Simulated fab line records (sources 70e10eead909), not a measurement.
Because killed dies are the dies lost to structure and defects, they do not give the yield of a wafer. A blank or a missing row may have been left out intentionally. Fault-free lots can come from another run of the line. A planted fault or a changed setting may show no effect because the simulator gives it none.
Chamber matching || flow nand harc || NHARC_P_M0_ETCH_34 on rie diel-12: 3 sister chambers
The step etches the open film in N2/H2, target depth 40 nm, overetch 12 nm, time 43.94 s. 16 wafers are shown with their chamber, then 6 later ones without.

EACH WAFER AND ITS CHAMBER
{"wafer": "L077.1", "chamber": 3, "drypump motor current A (A)": 5.7, "showerhead plenum p Torr (Torr)": 2.10, "rf vpp V (V)": 432.1}
{"wafer": "L077.4", "chamber": 2, "drypump motor current A (A)": 5.5, "showerhead plenum p Torr (Torr)": 2.16, "rf vpp V (V)": 432.8}
{"wafer": "L077.6", "chamber": 1, "drypump motor current A (A)": 4.9, "showerhead plenum p Torr (Torr)": 2.03, "rf vpp V (V)": 430.6}
{"wafer": "L080.1", "chamber": 3, "drypump motor current A (A)": 5.7, "showerhead plenum p Torr (Torr)": 2.10, "rf vpp V (V)": 432.4}
{"wafer": "L080.3", "chamber": 2, "drypump motor current A (A)": 5.4, "showerhead plenum p Torr (Torr)": 2.16, "rf vpp V (V)": 433.7}
{"wafer": "L080.5", "chamber": 2, "drypump motor current A (A)": 5.4, "showerhead plenum p Torr (Torr)": 2.16, "rf vpp V (V)": 433.8}
{"wafer": "L088.2", "chamber": 2, "drypump motor current A (A)": 5.4, "showerhead plenum p Torr (Torr)": 2.16, "rf vpp V (V)": 434.0}
{"wafer": "L088.3", "chamber": 1, "drypump motor current A (A)": 4.9, "showerhead plenum p Torr (Torr)": 2.02, "rf vpp V (V)": 429.7}
{"wafer": "L088.6", "chamber": 2, "drypump motor current A (A)": 5.4, "showerhead plenum p Torr (Torr)": 2.16, "rf vpp V (V)": 432.5}
{"wafer": "L089.1", "chamber": 1, "drypump motor current A (A)": 4.9, "showerhead plenum p Torr (Torr)": 2.02, "rf vpp V (V)": 429.6}
{"wafer": "L089.4", "chamber": 1, "drypump motor current A (A)": 4.9, "showerhead plenum p Torr (Torr)": 2.02, "rf vpp V (V)": 428.8}
{"wafer": "L089.6", "chamber": 3, "drypump motor current A (A)": 5.7, "showerhead plenum p Torr (Torr)": 2.09, "rf vpp V (V)": 431.5}
{"wafer": "L090.1", "chamber": 3, "drypump motor current A (A)": 5.7, "showerhead plenum p Torr (Torr)": 2.09, "rf vpp V (V)": 432.9}
{"wafer": "L090.3", "chamber": 2, "drypump motor current A (A)": 5.4, "showerhead plenum p Torr (Torr)": 2.16, "rf vpp V (V)": 433.4}
{"wafer": "L090.6", "chamber": 2, "drypump motor current A (A)": 5.4, "showerhead plenum p Torr (Torr)": 2.16, "rf vpp V (V)": 434.6}
{"wafer": "L091.4", "chamber": 2, "drypump motor current A (A)": 5.4, "showerhead plenum p Torr (Torr)": 2.16, "rf vpp V (V)": 434.5}

SIGNATURES (averages over the wafers above)
{"reading": "drypump motor current A", "chamber 1": 4.900, "chamber 2": 5.413, "chamber 3": 5.700, "scatter within a chamber": 0.0259}
{"reading": "showerhead plenum p Torr", "chamber 1": 2.0225, "chamber 2": 2.1600, "chamber 3": 2.0950, "scatter within a chamber": 0.00367}
{"reading": "rf vpp V", "chamber 1": 429.675, "chamber 2": 433.663, "chamber 3": 432.225, "scatter within a chamber": 0.709}
Rule: for each reading, subtract the chamber's mean from the wafer's reading, divide by that reading's scatter and square the result; add these up over the readings and take the root, which gives the wafer's distance from the chamber. The wafer belongs to the nearest chamber; if the next one is less than 2 further off, it can't be placed. How the scatter is found: for the shown wafers, subtract from each reading the mean of its chamber, square and add these, divide the total by (wafers less chambers), then take the root.

WAFERS WHOSE CHAMBER IS MISSING
{"wafer": "L091.5", "drypump motor current A (A)": 5.7, "showerhead plenum p Torr (Torr)": 2.09, "rf vpp V (V)": 432.4}
{"wafer": "L091.6", "drypump motor current A (A)": 4.9, "showerhead plenum p Torr (Torr)": 2.02, "rf vpp V (V)": 429.1}
{"wafer": "L092.4", "drypump motor current A (A)": 4.9, "showerhead plenum p Torr (Torr)": 2.02, "rf vpp V (V)": 430.5}
{"wafer": "L092.6", "drypump motor current A (A)": 5.0, "showerhead plenum p Torr (Torr)": 2.02, "rf vpp V (V)": 430.0}
{"wafer": "L096.1", "drypump motor current A (A)": 5.7, "showerhead plenum p Torr (Torr)": 2.09, "rf vpp V (V)": 432.4}
{"wafer": "L096.2", "drypump motor current A (A)": 5.5, "showerhead plenum p Torr (Torr)": 2.16, "rf vpp V (V)": 434.9}

THE CHAMBER EACH PASSED THROUGH
{"wafer": "L091.5", "from the rows above": 3, "in truth": 3}
{"wafer": "L091.6", "from the rows above": 1, "in truth": 1}
{"wafer": "L092.4", "from the rows above": 1, "in truth": 1}
{"wafer": "L092.6", "from the rows above": 1, "in truth": 1}
{"wafer": "L096.1", "from the rows above": 3, "in truth": 3}
{"wafer": "L096.2", "from the rows above": 2, "in truth": 2}
Placed correctly: 6 of 6. Can't be placed from these rows: 0. Wrongly placed: 0.
